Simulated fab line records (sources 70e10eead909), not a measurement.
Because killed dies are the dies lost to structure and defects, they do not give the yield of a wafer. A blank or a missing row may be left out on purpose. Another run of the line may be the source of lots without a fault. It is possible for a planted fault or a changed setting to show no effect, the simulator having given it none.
Check of tool commonality	flow nand_harc	Sample size 2 lots and 6 wafers

THE REASON FOR OPENING IT
At NHARC_END_SORT_01 the reading killed_at_array is flagged on 2 of 2 lots. Wafers without a fault read 54, standard deviation 16.
Rule: a lot is flagged when every wafer of it that has a number lies more than 4 standard deviations from that mean, or none has a number. All remaining lots are regarded as sound.

lot	measured	on	killed_at_array, wafer by wafer	flag
L971	day 29 03:35	prober-01	676 675 670	FLAGGED
L973	day 30 04:48	prober-02	673 666 674	FLAGGED
On average the flagged lots' numbers are 672, which is +618 against the usual, or +39 standard deviations.

TOOL THAT RAN EACH LOT
2 process steps preceding the reading are held in the record, out of 1302 steps in the route. Every cell lists first the tool, next ch and the chambers used by the sampled wafers, and last the start.
lot	flag	NHARC_A_CHANNEL_FILL_D1_ALD_02	NHARC_A_CHANNEL_FILL_D1_ALD_25
L971	FLAGGED	ald_hk-03 ch 0,2,3, day 13 12:08	ald_hk-01 ch 1,2,3, day 15 03:17
L973	FLAGGED	ald_hk-01 ch 1,2,3, day 14 19:01	ald_hk-03 ch 0,3, day 16 07:30
What the steps here do:
- NHARC_A_CHANNEL_FILL_D1_ALD_02: deposits SiO2, target thk 6 nm, pulse time 10 s, ald cycles 60.
- NHARC_A_CHANNEL_FILL_D1_ALD_25: deposits SiOx, target thk 60 nm, pulse time 10 s, ald cycles 600.
- NHARC_END_SORT_01

FLAGGED OVER TOTAL, TOOL BY TOOL (the gauges that took the reading come last)
step	tool	lots run	flagged	share of the flagged lots	sound lots run after its first flagged lot
NHARC_A_CHANNEL_FILL_D1_ALD_02	ald_hk-01	1	1	some	0
NHARC_A_CHANNEL_FILL_D1_ALD_02	ald_hk-03	1	1	some	0
NHARC_A_CHANNEL_FILL_D1_ALD_25	ald_hk-01	1	1	some	0
NHARC_A_CHANNEL_FILL_D1_ALD_25	ald_hk-03	1	1	some	0
NHARC_END_SORT_01	prober-01	1	1	some	0
NHARC_END_SORT_01	prober-02	1	1	some	0

WHAT IS ALLOWED BY THE TABLE
No row of the table ran every flagged lot.

WHAT HAD BEEN PUT IN BY THE SIMULATOR
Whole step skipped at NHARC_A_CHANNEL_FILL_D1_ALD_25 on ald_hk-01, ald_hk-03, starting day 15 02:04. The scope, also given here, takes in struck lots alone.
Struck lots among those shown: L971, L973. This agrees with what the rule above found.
